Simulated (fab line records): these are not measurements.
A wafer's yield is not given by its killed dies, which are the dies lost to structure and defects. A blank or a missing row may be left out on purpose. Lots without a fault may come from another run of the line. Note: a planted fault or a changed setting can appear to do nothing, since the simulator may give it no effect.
Which tool did it? | flow n5 finfet | 8 lots, 24 wafers sampled, at 4 steps of a route of 1938

## WHAT EACH GAUGE READ, for each wafer
N5_FIN_SAQP_CD_MEAS_31: the cd target is 8 nm.
lot  | measured    | on        | cd nm (nm)
L441 | day 3 13:38 | cd sem-02 | 7.92 8.16 7.82
L443 | day 4 01:49 | cd sem-03 | - - -
L444 | day 4 09:43 | cd sem-03 | - - -
L445 | day 4 14:09 | cd sem-03 | - - -
L447 | day 5 05:21 | cd sem-01 | 8.01 7.95 8.10
L451 | day 6 03:11 | cd sem-01 | 8.03 8.36 7.92
L452 | day 6 08:25 | cd sem-03 | 7.77 7.93 8.01
L458 | day 7 19:40 | cd sem-03 | 8.16 8.03 7.70

## WHICH TOOL RAN EACH LOT (tool, then ch and the chambers of the sampled wafers, then the start)
lot  | N5_FIN_SAQP_SPACER1_ALD_24       | N5_FIN_SAQP_SPACER2_ETCHBACK_29   | N5_FIN_SAQP_MANDREL2_REMOVE_60
L441 | ald sin-01 ch 1,2, day 3 10:59   | rie diel-02 ch 0,1,3, day 3 13:25 | rie si-02 ch 0,1,2, day 3 13:31
L443 | ald sin-01 ch 1,3, day 3 23:14   | rie diel-02 ch 0,3, day 4 01:37   | rie si-02 ch 0,1,3, day 4 01:42
L444 | ald sin-01 ch 0,1,3, day 4 06:41 | rie diel-04 ch 1,2, day 4 09:31   | rie si-02 ch 0,3, day 4 09:36
L445 | ald sin-04 ch 0,1,3, day 4 11:38 | rie diel-04 ch 0,1,2, day 4 13:58 | rie si-02 ch 0,2,3, day 4 14:02
L447 | ald sin-02 ch 2,3, day 4 23:56   | rie diel-04 ch 1,2, day 5 05:10   | rie si-02 ch 0,2,3, day 5 05:14
L451 | ald sin-01 ch 0,2, day 6 00:09   | rie diel-04 ch 1,3, day 6 02:59   | rie si-03 ch 0,1,3, day 6 03:05
L452 | ald sin-04 ch 0,2,3, day 6 04:49 | rie diel-04 ch 0,1,3, day 6 08:13 | rie si-02 ch 0,1,2, day 6 08:18
L458 | ald sin-01 ch 0,3, day 7 17:02   | rie diel-04 ch 0,1,3, day 7 19:28 | rie si-02 ch 0,1,2, day 7 19:34
- N5_FIN_SAQP_SPACER1_ALD_24: deposits SiO2, target thk 20.3 nm, pulse time 1 s, purge time 2 s.
- N5_FIN_SAQP_SPACER2_ETCHBACK_29: etches SiO2 in CHF3/O2, target depth 12.2 nm, time 6.1 s.
- N5_FIN_SAQP_MANDREL2_REMOVE_60: chemistry HBr/Cl2/O2, target a-Si, stops on SiNx, bt time 10 s.

## THE ANSWER, worked out from the rows above alone
Rule: what is usual is taken from the lots themselves. Put in order of their means at a reading, lots are off if they are a third of the lots or fewer, leave a main group of 4 or more, and stand apart from it by a gap of 3 or more times the standard deviation of the main group's means; of several such gaps the widest counts. Not used: any main group whose means are identical at the precision the tables above print for the reading. Also off: a lot with no number at a reading for which 4 or more lots have one. All remaining lots with rows at the step are treated as sound.
Off, at N5_FIN_SAQP_CD_MEAS_31 on cd nm: L443, L444, L445. Without a number there: L443, L444, L445. The main group has a mean of 7.99 nm with a standard deviation of 0.067.
A tool fits if, at a process step before that reading, it ran every lot that is off, and no sound lot after the first of them. Those tools and the gauges at N5_FIN_SAQP_CD_MEAS_31 are tried in the same way. None of those tried fits.

## WHAT WAS PUT IN BY THE SIMULATOR
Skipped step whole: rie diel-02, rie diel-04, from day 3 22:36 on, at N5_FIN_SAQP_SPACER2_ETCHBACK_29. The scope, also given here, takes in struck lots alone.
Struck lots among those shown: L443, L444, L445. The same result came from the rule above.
